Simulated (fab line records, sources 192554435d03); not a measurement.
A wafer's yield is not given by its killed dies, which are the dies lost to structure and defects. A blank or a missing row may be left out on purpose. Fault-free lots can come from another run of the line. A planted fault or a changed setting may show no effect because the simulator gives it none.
fab line records	flow n5-finfet
record: lots: 10	wafers: 30	last-day: 18
route steps=1938 shown BEOL_M14@1761 PAD_METAL@1896 PASSIVATION@1930
lots that met no fault: from a run of the same line without faults
start-h: hours from the record's first day to the start of the lot's first wafer shown	wait-h: how many hours have passed since the lot's step before this one	" same as the row above	L1.1+2: a single row standing in for several wafers	- value missing, or start not given	* or withheld: withheld	< > ~ a bound
route shown NAME@n: a module of which the file shows steps, and the number in the route of the first	usual: mean and standard deviation over wafers with no fault	same: alike in all rows	chamber/n: place in a boat	sites: per-site readings	_std_site: the standard deviation of these	_edge_site: outer sites' mean less inner sites'	radius-mm: for every site, how far away it sits from the centre of the wafer	mask NAME#n: copy n	behind: the most recent tool/chamber to have shaped the wafer	hold: what put the lot on hold/how long, in hours/how the hold closed	device: which transistor (n, p or np) failed to switch	end of line: the tests these same wafers got at the end of their route	a step without rows: its recipe alone	killed: count of dies lost to structure and defects at first sort (not the wafer's yield)	map: shows each die of a wafer: x if killed, . if not, _ if none is there
set.NAME: the setting the step ran with; set.NAME@STEP: the setting that earlier step ran with	model.NAME: the simulator's own value behind a step, which no gauge read
steps of the route over a sample of lots; a table a step, a row a wafer
services: when a tool's chamber went out of use (start-h, in hours from the record's first day, below 0 if earlier), for how many hours, and the reason
== steps ==
step: N5_BEOL_M14_PRE_CLEAN_42
recipe: gas: H2/He	time-s: 30	temp-c: 300
usual: heater-power-w: 481/55
lot.wafer	tool	chamber	start-h	wait-h	heater-power-w
L119.1	pvd-sputter-01	-	247.15	0.0	419
L119.4	"	-	"	"	481
L119.5	"	-	"	"	470
L120.2	pvd-sputter-03	-	250.88	0.0	484
L120.3	"	-	"	"	542
L120.6	"	-	"	"	556
L123.2	pvd-sputter-03	-	271.84	0.0	485
L123.3	"	-	"	"	546
L123.4	"	-	"	"	413
L126.3	pvd-sputter-03	-	284.98	0.0	475
L126.4	"	-	"	"	547
L126.6	"	-	"	"	551
L127.1	pvd-sputter-03	-	297.94	0.0	564
L127.5	"	-	"	"	471
L127.6	"	-	"	"	420
L129.1	pvd-sputter-03	-	303.72	0.0	415
L129.5	"	-	"	"	479
L129.6	"	-	"	"	553
L131.1	pvd-sputter-03	-	319.26	0.0	459
L131.5	"	-	"	"	548
L131.6	"	-	"	"	558
L137.2	pvd-sputter-01	-	357.55	0.0	479
L137.4	"	-	"	"	457
L137.6	"	-	"	"	426
L140.1	pvd-sputter-02	-	387.80	0.0	522
L140.3	"	-	"	"	427
L140.5	"	-	"	"	531
L142.2	pvd-sputter-03	-	391.93	0.0	404
L142.3	"	-	"	"	547
L142.5	"	-	"	"	398
step: N5_PASSIVATION_AL_DEP_21
recipe: material: Al	target-thk-a: 28000	temp-c: 400	time-s: 170	power-w: 30000	chamber-pressure-pa: 0.4	gas: Ar
usual: cathode-dc-power-W: 30000/6.4	throttle-valve-pct: 29.5/1.2
lot.wafer	tool	chamber	start-h	wait-h	cathode-dc-power-W	throttle-valve-pct
L119.1	pvd-sputter-02	-	267.19	0.1	30009	31.0
L119.4	"	-	"	"	29991	27.1
L119.5	"	-	"	"	29992	31.1
L120.2	pvd-sputter-01	-	267.42	0.1	29995	31.0
L120.3	"	-	"	"	30011	29.3
L120.6	"	-	"	"	29995	27.6
L123.2	pvd-sputter-02	-	292.60	0.1	30005	29.9
L123.3	"	-	"	"	30011	30.9
L123.4	"	-	"	"	30003	29.7
L126.3	pvd-sputter-01	-	300.43	0.1	30000	28.0
L126.4	"	-	"	"	29994	30.0
L126.6	"	-	"	"	29996	27.7
L127.1	pvd-sputter-02	-	313.90	0.1	30004	29.9
L127.5	"	-	"	"	29996	29.9
L127.6	"	-	"	"	29995	29.9
L129.1	pvd-sputter-01	-	319.40	0.1	30002	29.8
L129.5	"	-	"	"	29997	29.7
L129.6	"	-	"	"	30001	29.5
L131.1	pvd-sputter-03	-	334.53	0.1	29998	28.7
L131.5	"	-	"	"	29996	30.6
L131.6	"	-	"	"	30008	28.7
L137.2	pvd-sputter-02	-	373.79	0.1	30005	29.9
L137.4	"	-	"	"	29994	31.1
L137.6	"	-	"	"	30007	31.1
L140.1	pvd-sputter-03	-	408.89	0.1	29999	28.9
L140.3	"	-	"	"	30008	30.9
L140.5	"	-	"	"	30001	29.1
L142.2	pvd-sputter-02	-	421.38	0.1	29994	29.8
L142.3	"	-	"	"	29992	30.3
L142.5	"	-	"	"	29997	30.1
step: N5_PASSIVATION_ETCH_54
recipe: chemistry: CHF3/O2	target: SiO2	target-depth-a: 8800	CHF3_flow_sccm: 50	O2_flow_sccm: 5	Ar_flow_sccm: 200	time-s: 440	mask-material: PR	pressure-mtorr: 30	source-w: 650	bias-w: 170	ion-energy-ev: 200
usual: drypump-motor-current-A: 5.9/0.42	mfc-ar-sccm: 200.0/0.62	oes-product-au: 0.83/0.073	rf-vpp-V: 525/6.4	showerhead-plenum-p-Torr: 2.40/0.065	throttle-valve-pct: 18.81/0.21
lot.wafer	tool	chamber	start-h	wait-h	drypump-motor-current-A	mfc-ar-sccm	oes-product-au	rf-hours-counter-h	rf-vpp-V	showerhead-plenum-p-Torr	throttle-valve-pct
L120.2	rie-diel-03	3	270.80	0.1	6.4	200.1	0.77	145	529	2.42	18.75
L120.3	"	0	"	"	5.7	200.5	0.81	104	520	2.42	19.04
L120.6	"	2	"	"	5.5	198.3	0.99	-	536	2.47	18.99
L119.1	rie-diel-04	1	270.97	0.1	6.0	200.6	0.67	226	521	2.38	18.85
L119.4	"	3	"	"	6.4	199.7	0.90	24	524	2.56	18.89
L119.5	"	2	"	"	5.4	199.6	0.88	-	514	2.36	18.45
L123.2	rie-diel-04	1	295.32	0.1	6.0	199.5	0.67	235	520	2.37	18.87
L123.3	"	0	"	"	5.4	199.5	0.89	38	530	2.46	18.51
L123.4	"	3	"	"	6.3	199.2	0.88	31	525	2.56	18.88
L126.3	rie-diel-04	3	303.20	0.1	6.4	201.0	0.88	35	525	2.56	18.91
L126.4	"	0	"	"	5.4	198.9	0.89	-	531	2.45	18.51
L126.6	"	3	"	"	6.4	200.2	0.88	-	526	2.56	18.88
L127.1	rie-diel-03	3	316.58	0.1	6.4	200.3	0.77	162	528	2.41	18.77
L127.5	"	1	"	"	6.5	199.8	0.83	-	527	2.35	19.01
L127.6	"	0	"	"	5.7	200.2	0.79	-	520	2.42	19.09
L129.1	rie-diel-05	3	322.12	0.1	6.2	201.0	0.98	3	533	2.47	18.84
L129.5	"	1	"	"	6.2	198.6	0.84	-	528	2.36	18.87
L129.6	"	2	"	"	6.3	200.0	0.75	-	512	2.32	18.63
L131.1	rie-diel-03	2	337.12	0.1	5.5	200.6	0.91	22	533	2.46	19.04
L131.5	"	0	"	"	5.7	199.9	0.78	-	519	2.41	19.10
L131.6	"	3	"	"	6.3	200.4	0.75	-	529	2.41	18.81
L137.2	rie-diel-03	0	376.47	0.1	5.7	199.6	0.76	147	519	2.41	19.12
L137.4	"	2	"	"	5.5	199.2	0.89	33	533	2.45	19.06
L137.6	"	2	"	"	5.5	199.2	0.88	-	533	2.45	19.05
L140.1	rie-diel-05	1	411.59	0.1	6.2	200.1	0.80	73	529	2.34	18.90
L140.3	"	3	"	"	6.2	200.2	0.91	33	534	2.46	18.90
L140.5	"	1	"	"	6.2	200.1	0.81	-	527	2.34	18.91
L142.2	rie-diel-04	1	424.07	0.1	6.0	199.7	0.91	15	521	2.36	18.50
L142.3	"	3	"	"	6.3	200.0	0.83	75	526	2.54	18.98
L142.5	"	2	"	"	5.3	200.5	0.81	-	515	2.34	18.57
step: N5_PASSIVATION_STRIP_48
recipe: chemistry: O2	power-w: 600	temp-c: 60	pressure-mtorr: 30	rf-frequency-hz: 6e+07	bias-power-w: 0	overash-fraction: 0.5	o2-flow-sccm: 225
usual: drypump-motor-current-A: 5.9/0.42	o2-flow-sccm: 224.9/0.64	oes-product-au: 0.83/0.075	rf-vpp-V: 3.6/2.5	showerhead-plenum-p-Torr: 2.09/0.061	temp-c: 60.00/0.12	throttle-valve-pct: 16.65/0.22
lot.wafer	tool	chamber	start-h	wait-h	drypump-motor-current-A	o2-flow-sccm	oes-product-au	rf-hours-counter-h	rf-vpp-V	showerhead-plenum-p-Torr	temp-c	throttle-valve-pct
L120.2	rie-diel-03	3	271.09	0.1	6.3	224.8	0.76	145	7.0	2.10	60.10	16.66
L120.3	"	0	"	"	5.7	224.5	0.80	104	0.0	2.11	60.01	16.99
L120.6	"	2	"	"	5.4	225.7	0.98	-	3.9	2.14	60.11	16.82
L119.1	rie-diel-04	1	271.26	0.1	6.0	225.7	0.69	226	6.1	2.07	59.91	16.78
L119.4	"	3	"	"	6.4	224.7	0.88	24	0.9	2.24	59.82	16.74
L119.5	"	2	"	"	5.4	224.3	0.84	-	3.4	2.03	59.86	16.18
L123.2	rie-diel-04	1	295.61	0.1	6.0	225.2	0.68	235	5.1	2.07	59.99	16.80
L123.3	"	0	"	"	5.4	224.9	0.90	39	4.1	2.14	60.00	16.41
L123.4	"	3	"	"	6.3	225.3	0.92	31	2.6	2.24	60.28	16.77
L126.3	rie-diel-04	3	303.49	0.1	6.3	225.3	0.91	35	2.6	2.23	60.08	16.71
L126.4	"	0	"	"	5.4	225.2	0.88	-	7.0	2.14	60.03	16.38
L126.6	"	3	"	"	6.3	225.0	0.87	-	2.7	2.24	59.98	16.73
L127.1	rie-diel-03	3	316.86	0.1	6.3	224.8	0.79	162	3.8	2.09	60.06	16.56
L127.5	"	1	"	"	6.5	225.1	0.87	-	0.9	2.04	60.06	16.86
L127.6	"	0	"	"	5.7	225.8	0.79	-	8.5	2.10	59.92	16.82
L129.1	rie-diel-05	3	322.41	0.1	6.2	225.4	0.98	3	2.1	2.14	60.04	16.74
L129.5	"	1	"	"	6.2	223.8	0.87	-	0	2.05	59.91	16.81
L129.6	"	2	"	"	6.3	225.6	0.77	-	7.1	2.02	59.94	16.49
L131.1	rie-diel-03	2	337.41	0.1	5.6	224.7	0.96	22	3.7	2.13	60.08	16.86
L131.5	"	0	"	"	5.8	224.9	0.75	-	3.1	2.10	60.05	16.94
L131.6	"	3	"	"	6.4	224.8	0.76	-	8.8	2.09	59.83	16.65
L137.2	rie-diel-03	0	376.76	0.1	5.8	225.6	0.75	147	0.9	2.09	60.03	16.95
L137.4	"	2	"	"	5.5	225.1	0.86	33	4.5	2.13	60.02	16.83
L137.6	"	2	"	"	5.5	225.1	0.88	-	4.5	2.12	60.10	16.87
L140.1	rie-diel-05	1	411.88	0.1	6.2	224.7	0.81	73	2.6	2.04	59.92	16.79
L140.3	"	3	"	"	6.2	225.3	0.92	33	0	2.14	59.91	16.69
L140.5	"	1	"	"	6.2	225.7	0.83	-	3.0	2.04	59.96	16.79
L142.2	rie-diel-04	1	424.36	0.1	6.0	224.8	0.89	16	1.4	2.06	60.00	16.32
L142.3	"	3	"	"	6.3	225.5	0.80	75	2.4	2.22	60.08	16.87
L142.5	"	2	"	"	5.4	224.2	0.83	-	0	2.02	60.05	16.34
step: N5_PASSIVATION_PROBE_49
usual: defect-limited-yield: 91.2/1.4	killed_at_M0_to_M3: 35/11	killed_at_M4_up: 12/4.2	killed-at-contacts: 13/5.6	killed-at-front-end: 40/12	killed-at-other: 3.3/2.6	killed-dies: 103/17	killed-open: 68/12	killed-short: 34/7.6	sort_bin_5_function: 5.1/0.95	sort_bin_6_memory: 3.3/0.68	sort-n-pass: 1077/17	sort-yield-pct: 91.2/1.4
same: gross-dies: 1180	killed-at-back-side: 0	sort_bin_4_leakage[%]: 0	sort_bin_8_speed[%]: 0
lot.wafer	tool	chamber	start-h	wait-h	defect-limited-yield[%]	killed_at_M0_to_M3	killed_at_M4_up	killed-at-contacts	killed-at-front-end	killed-at-other	killed-dies	killed-open	killed-short	sort_bin_5_function[%]	sort_bin_6_memory[%]	sort-n-pass	sort-yield-pct[%]
L129.1	prober-01	-	324.92	0.0	80.8	33	143	11	37	3	227	57	31	11.1	4.7	953	80.8
L129.5	prober-01	-	325.12	0.2	80.8	35	150	15	25	2	227	59	27	12.7	3.6	953	80.8
L129.6	prober-01	-	325.17	0.3	82.9	32	117	8	41	4	202	72	22	10.7	3.9	978	82.9
L131.1	prober-02	-	339.91	0.0	79.7	39	142	11	47	0	239	75	33	12.7	4.0	941	79.7
L131.5	prober-02	-	340.11	0.2	83.1	29	121	3	38	9	200	51	42	9.9	3.9	980	83.1
L131.6	prober-02	-	340.16	0.3	81.4	22	138	7	50	3	220	62	32	12.0	3.6	960	81.4
killed by level:class
L129.1 BEOL_M14:unspecified=137 STI_FIN_REVEAL:geometric-particle:open=9 MOL_CONTACT_COAG:geometric-particle:open=9 BEOL_M0_SAQP:geometric-particle:open=7 FIN_SAQP:geometric-particle:open=6 BEOL_M0_SAQP:geometric-particle:short=6 BEOL_M3:geometric-particle:open=5 BEOL_M1:geometric-particle:open=5
L129.5 BEOL_M14:unspecified=138 MOL_CONTACT_COAG:geometric-particle:open=9 BEOL_M0_SAQP:geometric-particle:open=8 STI_FIN_REVEAL:geometric-particle:open=7 BEOL_M4:geometric-particle:open=7 BEOL_M3:geometric-particle:open=6 MOL_CONTACT_COAG:geometric-particle:short=5 BEOL_M0_SAQP:geometric-particle:short=5
L129.6 BEOL_M14:unspecified=108 BEOL_M0_SAQP:geometric-particle:open=14 STI_FIN_REVEAL:geometric-particle:open=12 FIN_SAQP:geometric-particle:open=8 MOL_CONTACT_COAG:geometric-particle:open=8 BEOL_M0_SAQP:geometric-particle:short=5 BEOL_M2:geometric-particle:open=5 STARTING-WAFER:geometric-particle:short=5
L131.1 BEOL_M14:unspecified=126 STI_FIN_REVEAL:geometric-particle:open=13 BEOL_M0_SAQP:geometric-particle:open=12 BEOL_M0_SAQP:geometric-particle:short=11 BEOL_M4:geometric-particle:open=9 MOL_CONTACT_COAG:geometric-particle:open=8 FIN_SAQP:geometric-particle:open=6 DUMMY_GATE:geometric-particle:open=5
L131.5 BEOL_M14:unspecified=107 BEOL_M0_SAQP:geometric-particle:short=10 BEOL_M0_SAQP:geometric-particle:open=9 BEOL_M4:geometric-particle:open=8 ILD0:geometric-particle:short=8 STI_FIN_REVEAL:geometric-particle:open=6 ILD0:geometric-particle:open=4 GATE_CUT:geometric-particle:short=4
L131.6 BEOL_M14:unspecified=124 STI_FIN_REVEAL:geometric-particle:open=13 FIN_SAQP:geometric-particle:open=7 MOL_CONTACT_COAG:geometric-particle:open=6 ILD0:geometric-particle:short=5 BEOL_M0_SAQP:geometric-particle:open=5 GATE_CUT:geometric-particle:short=5 BEOL_M1:geometric-particle:open=5
== services ==
tool	chamber	start-h	hours	kind
rie-diel-03	2	245.19	-	clean
rie-diel-03	2	245.19	-	consumable-replace:focus-ring
rie-diel-03	2	245.19	22.5	scheduled-down
rie-diel-03	2	245.19	22.5	vent-cycle
pvd-sputter-01	-	281.97	1.4	repair
rie-diel-03	2	282.26	6.2	repair
rie-diel-05	3	297.86	-	clean
rie-diel-05	3	297.86	-	consumable-replace:focus-ring
rie-diel-05	3	297.86	17.7	scheduled-down
rie-diel-04	1	301.83	9.3	repair
rie-diel-05	0	311.43	10.0	repair
rie-diel-05	1	312.06	1.9	repair
pvd-sputter-01	-	327.03	2.4	repair
rie-diel-04	3	343.89	10.1	repair
rie-diel-04	1	354.22	-	clean
rie-diel-04	1	354.22	-	consumable-replace:focus-ring
rie-diel-04	1	354.22	21.4	scheduled-down
rie-diel-04	1	354.22	21.4	vent-cycle
rie-diel-03	2	363.57	10.7	repair
pvd-sputter-02	-	370.99	0.6	repair
rie-diel-05	2	378.73	45.5	repair
pvd-sputter-01	-	380.43	12.0	repair
rie-diel-04	2	391.25	13.3	repair
pvd-sputter-01	-	400.98	8.2	repair
== key ==
first-sign: step: N5_PASSIVATION_PROBE_49	reading: killed_at_M4_up	direction: up	sigmas: 29	usual: 12	struck: 135
effect: step: N5_PASSIVATION_PROBE_49	reading: defect-limited-yield	direction: down	sigmas: 6.9	usual: 91.2	struck: 81.4
more-kills-born-at: N5_BEOL_M14_PRE_CLEAN_42@pvd-sputter-03: 740
met-at N5_BEOL_M14_PRE_CLEAN_42
struck-lots L129,L131
not-acting-at N5_PASSIVATION_AL_DEP_21,N5_PASSIVATION_ETCH_54,N5_PASSIVATION_STRIP_48
onset-between 297.94 303.72
fault: kind: chamber-particle-source	tool: pvd-sputter-03	chamber: -	onset-h: 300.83	steps: N5_BEOL_M14_PRE_CLEAN_42	rate-per-visit-cm2: 1.1078	end-h: 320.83
